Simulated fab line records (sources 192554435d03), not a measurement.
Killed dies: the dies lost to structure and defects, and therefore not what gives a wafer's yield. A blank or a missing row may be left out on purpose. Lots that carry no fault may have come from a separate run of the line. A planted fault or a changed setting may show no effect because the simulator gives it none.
Matching of chambers + flow n5-finfet + N5_BEOL_M13_ETCH_67 on rie-diel-02: 4 sister chambers
The step etches SiARC in CF4, target depth 143 nm, time 238.3 s. 16 wafers are shown with their chamber, then 8 later ones without.

EACH WAFER AND ITS CHAMBER
| wafer  | chamber | showerhead-plenum-p-Torr (Torr) | drypump-motor-current-A (A) | throttle-valve-pct (%) |
|--------|---------|---------------------------------|-----------------------------|------------------------|
| L074.1 | 0       | 2.11                            | 6.0                         | 16.07                  |
| L074.4 | 2       | 2.14                            | 5.6                         | 15.44                  |
| L074.5 | 2       | 2.14                            | 5.6                         | 15.44                  |
| L076.1 | 2       | 2.14                            | 5.6                         | 15.45                  |
| L076.3 | 0       | 2.11                            | 6.0                         | 16.08                  |
| L076.5 | 0       | 2.11                            | 6.0                         | 16.07                  |
| L085.2 | 1       | 2.27                            | 5.9                         | 15.33                  |
| L085.5 | 1       | 2.27                            | 5.9                         | 15.33                  |
| L085.6 | 2       | 2.13                            | 5.5                         | 15.51                  |
| L086.1 | 3       | 2.12                            | 4.7                         | 15.95                  |
| L086.3 | 2       | 2.13                            | 5.6                         | 15.52                  |
| L086.4 | 1       | 2.27                            | 5.9                         | 15.33                  |
| L088.1 | 3       | 2.12                            | 4.8                         | 15.96                  |
| L088.2 | 1       | 2.27                            | 5.9                         | 15.33                  |
| L088.3 | 2       | 2.13                            | 5.6                         | 15.50                  |
| L090.1 | 0       | 2.10                            | 6.0                         | 15.61                  |

SIGNATURES (averages over the wafers above)
| reading                  | chamber 0 | chamber 1 | chamber 2 | chamber 3 | scatter within a chamber |
|--------------------------|-----------|-----------|-----------|-----------|--------------------------|
| showerhead-plenum-p-Torr | 2.1075    | 2.2700    | 2.1350    | 2.1200    | 0.00433                  |
| drypump-motor-current-A  | 6.000     | 5.900     | 5.583     | 4.750     | 0.0333                   |
| throttle-valve-pct       | 15.9575   | 15.3300   | 15.4767   | 15.9550   | 0.118                    |
Rule: distance of a wafer from a chamber = root of the sum over the readings of ((wafer's reading minus chamber's mean) / reading's scatter) squared. If the next closest chamber is less than 2 further off than the closest, the wafer can't be placed; otherwise it belongs to the closest. How the scatter is found: for the shown wafers, subtract from each reading the mean of its chamber, square and add these, divide the total by (wafers less chambers), then take the root.

WAFERS WITH NO CHAMBER GIVEN
| wafer  | showerhead-plenum-p-Torr (Torr) | drypump-motor-current-A (A) | throttle-valve-pct (%) |
|--------|---------------------------------|-----------------------------|------------------------|
| L090.4 | 2.12                            | 4.7                         | 15.96                  |
| L090.5 | 2.13                            | 5.6                         | 15.53                  |
| L089.1 | 2.13                            | 5.6                         | 15.51                  |
| L089.4 | 2.12                            | 4.8                         | 15.97                  |
| L089.6 | 2.13                            | 5.6                         | 15.53                  |
| L094.1 | 2.10                            | 6.0                         | 15.62                  |
| L094.5 | 2.13                            | 5.6                         | 15.53                  |
| L094.6 | 2.11                            | 4.7                         | 15.99                  |

WHICH CHAMBER EACH WENT THROUGH
| wafer  | from the rows above | in truth |
|--------|---------------------|----------|
| L090.4 | 3                   | 3        |
| L090.5 | 2                   | 2        |
| L089.1 | 2                   | 2        |
| L089.4 | 3                   | 3        |
| L089.6 | 2                   | 2        |
| L094.1 | 0                   | 0        |
| L094.5 | 2                   | 2        |
| L094.6 | 3                   | 3        |
8 of 8 placed correctly. Left unplaced by these rows: 0. 0 placed wrongly.
